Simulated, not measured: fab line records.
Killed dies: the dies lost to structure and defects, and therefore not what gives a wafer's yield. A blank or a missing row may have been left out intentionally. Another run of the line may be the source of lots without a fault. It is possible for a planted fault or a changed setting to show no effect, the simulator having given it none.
Split-lot experiment -- flow n5-finfet -- on a route of 1938 steps: 7 lots, 21 wafers read

## THE SPLIT
At N5_MOL_CONTACT_COAG_COAT_76 (time 60 s, resist thk 10 nm), the setting spin-rpm was moved away from the recipe's 1500 rpm on 7 of the 21 wafers read, by -10.1% to +6.7%. All remaining wafers had this setting at the recipe value.

## FROM THE SPLIT TO THE READING: what the file shows between them, 4 steps
- N5_MOL_CONTACT_COAG_COAT_77: time 60 s, resist thk 10 nm
- N5_MOL_CONTACT_COAG_COAT_78: resist thk 40 nm
- N5_MOL_CONTACT_COAG_DESCUM_88: chemistry O2, time 7 s
- N5_MOL_CONTACT_COAG_ETCH_89: etches underlayer in N2/H2, target depth 13 nm, time 10.4 s

## THE READING
etch.depth-nm (the simulator's own value, which no gauge read), in nm, at N5_MOL_CONTACT_COAG_ETCH_90 (etches SiARC in CF4, target depth 13 nm, time 21.7 s). The file gives no usual value for it. The 14 wafers here that ran the recipe average 9.995 nm, standard deviation 0.011 nm.

wafer,"tool, chamber at the split","spin-rpm as run, rpm",against the recipe,"etch.depth-nm, nm",against lot-mates on the recipe
L075.2,"litho-track-02, 0",1500,recipe,9.985,-
L075.3,"litho-track-02, 0",1373,-8.5%,10.46,+0.468
L075.5,"litho-track-02, 0",1500,recipe,10,-
L083.1,"litho-track-02, 0",1500,recipe,9.976,-
L083.2,"litho-track-02, 0",1500,recipe,10,-
L083.5,"litho-track-02, 0",1500,recipe,9.991,-
L087.2,"litho-track-05, 0",1500,recipe,10,-
L087.5,"litho-track-05, 0",1500,recipe,10.01,-
L087.6,"litho-track-05, 0",1500,recipe,9.999,-
L089.2,"litho-track-01, 0",1500,recipe,9.973,-
L089.5,"litho-track-01, 0",1384,-7.7%,10.41,+0.430
L089.6,"litho-track-01, 0",1500,recipe,9.987,-
L093.1,"litho-track-01, 0",1500,recipe,10.01,-
L093.5,"litho-track-01, 0",1500,recipe,10.01,-
L093.2,"litho-track-01, 0",1500,recipe,9.997,-
L094.1,"litho-track-02, 0",1348,-10.1%,10.53,no lot-mate on the recipe
L094.4,"litho-track-02, 0",1348,-10.1%,10.53,no lot-mate on the recipe
L094.3,"litho-track-02, 0",1348,-10.1%,10.56,no lot-mate on the recipe
L095.4,"litho-track-05, 0",1601,+6.7%,9.665,-0.326
L095.5,"litho-track-05, 0",1500,recipe,9.991,-
L095.6,"litho-track-05, 0",1601,+6.7%,9.662,-0.329

THE FIT
A straight line over all 21 wafers: etch.depth-nm changes by -0.0528 nm for each +1% of spin-rpm; r = -1.00; the points scatter about the line by 0.014 nm.
The same after taking each lot's own level away (the mean of its wafers on the recipe; 18 wafers): -0.0526 nm for each +1%; r = -1.00; scatter 0.013 nm.
According to that fit, moving spin-rpm by its largest amount changes the reading by 0.53 nm.
The span of the lots' own levels, 9.9800 to 10.0057 nm, comes to 2.3 times the standard deviation stated above.
Hence the lot-to-lot level has little effect on the slope; both slopes agree.
Check: for one of the wafers moved furthest among these (-8.5%), held out of the fit, the line's prediction against its lot-mates is +0.441 nm. Against them it came out at +0.468 nm.

## FURTHER SPLITS ON THESE WAFERS
Before the reading, these wafers also passed through other splits. Each is held against what the fit with the lots' levels taken away leaves over:
other split on the same wafers,wafers away from the commonest value,r with etch.depth-nm (lot level and that fit taken away)
N5_SDB_COAT_03 spin-rpm,5,+0.20
N5_HKMG_FIN_ETCH_54 source-w,9,-0.27
N5_GATE_CUT_CUT_ETCH_53 icp-w,4,-0.10

## THE WHOLE CHAIN: every reading that the file lists as answering this split, in the file's order
step,what it does,reading,change (the file's fit),r (the file's)
N5_MOL_CONTACT_COAG_COAT_76,"time 60 s, resist thk 10 nm","SiARC_of_MOL_CONTACT_COAG_COAT_76.thk-nm (the simulator's own value, which no gauge read)",-0.0519 nm for each +1% of the setting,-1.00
N5_MOL_CONTACT_COAG_ETCH_90,"etches SiARC in CF4, target depth 13 nm, time 21.7 s","etch.depth-nm (the simulator's own value, which no gauge read)",-0.0535 nm for each +1% of the setting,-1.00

## FILE'S OWN FIT
etch.depth-nm changes by -0.0535 nm for each +1% of spin-rpm, r = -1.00.
